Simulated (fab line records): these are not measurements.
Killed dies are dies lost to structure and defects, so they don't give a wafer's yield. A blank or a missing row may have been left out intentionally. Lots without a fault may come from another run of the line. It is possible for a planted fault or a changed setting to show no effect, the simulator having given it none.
Matching of chambers | flow n5 finfet | N5_FIN_CUT_ETCH_21 on rie diel-02: 4 sister chambers
The step etches SOC in N2/H2, target depth 219 nm, overetch 43.8 nm, time 523.5 s. 4 wafers are shown with their chamber, then 7 later ones without.

WAFERS PAIRED WITH THEIR CHAMBERS
wafer  | chamber | drypump motor current A (A)
L391.5 | 3       | 6.5
L392.5 | 2       | 5.9
L393.1 | 0       | 6.5
L393.2 | 1       | 5.7

WAFERS WHOSE CHAMBER IS MISSING
wafer  | drypump motor current A (A)
L393.4 | 5.9
L395.4 | 6.6
L395.5 | 6.6
L395.6 | 6.5
L405.2 | 5.9
L405.3 | 5.7
L405.4 | 6.5

WHICH CHAMBER EACH WENT THROUGH
wafer  | from the rows above     | in truth
L393.4 | 2                       | 2
L395.4 | can't be placed: 0 or 3 | 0
L395.5 | can't be placed: 0 or 3 | 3
L395.6 | can't be placed: 0 or 3 | 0
L405.2 | 2                       | 2
L405.3 | 1                       | 1
L405.4 | can't be placed: 0 or 3 | 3
3 of 7 placed correctly. From these rows, 4 cannot be placed; in 4 the true chamber is one of the candidates. 0 placed wrongly.
How it was worked out, from the rows above alone: a wafer's distance from a chamber is the root of the sum, over the readings, of the square of ((its reading less the chamber's mean) divided by the reading's scatter). If the next closest chamber is less than 2 further off than the closest, the wafer can't be placed; otherwise it belongs to the closest. A chamber's mean is the mean of its shown wafers. The scatter: with one shown wafer a chamber, the root of the mean of the squares of how far each hidden wafer lies from its nearest shown one.
